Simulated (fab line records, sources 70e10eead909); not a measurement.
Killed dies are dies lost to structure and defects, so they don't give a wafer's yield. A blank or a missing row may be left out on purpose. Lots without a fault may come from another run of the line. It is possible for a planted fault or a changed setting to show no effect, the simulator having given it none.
Chamber matching | flow nand_harc | NHARC_A_M1_STRIP_18 on rie_diel-01 has 4 sister chambers
The step strips in N2/H2. 4 wafers are shown with their chamber, then 9 later ones without.

## EACH WAFER AND ITS CHAMBER
wafer  | chamber | oes_product_au (a.u.)
L085.4 | 3       | 0.984
L087.1 | 2       | 1.007
L087.3 | 1       | 0.999
L087.6 | 0       | 1.009

## WAFERS WHOSE CHAMBER IS MISSING
wafer  | oes_product_au (a.u.)
L086.1 | 0.994
L086.3 | 1.002
L086.4 | 0.995
L090.2 | 1.005
L090.5 | 1.012
L090.6 | 0.999
L092.2 | 0.991
L092.3 | 0.993
L092.6 | 0.993

## WHICH CHAMBER EACH ONE RAN IN
wafer  | from the rows above          | in truth
L086.1 | can't be placed: 1 or 3 or 2 | 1
L086.3 | can't be placed: 1 or 2 or 0 | 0
L086.4 | can't be placed: 1 or 3 or 2 | 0
L090.2 | can't be placed: 2 or 0 or 1 | 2
L090.5 | can't be placed: 0 or 2      | 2
L090.6 | can't be placed: 1 or 2      | 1
L092.2 | can't be placed: 3 or 1 or 2 | 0
L092.3 | can't be placed: 1 or 3 or 2 | 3
L092.6 | can't be placed: 1 or 3 or 2 | 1
Correct placement for 0 of the 9. Unplaceable from these rows: 9, with the true chamber sitting among the candidates in 7. 0 placed wrongly.
How it was worked out, from the rows above alone: a wafer's distance from a chamber is the root of the sum, over the readings, of the square of ((its reading less the chamber's mean) divided by the reading's scatter). If the next closest chamber is less than 2 further off than the closest, the wafer can't be placed; otherwise it belongs to the closest. Each chamber's mean is taken over the wafers shown for it. The scatter: with one shown wafer a chamber, the root of the mean of the squares of how far each hidden wafer lies from its nearest shown one.
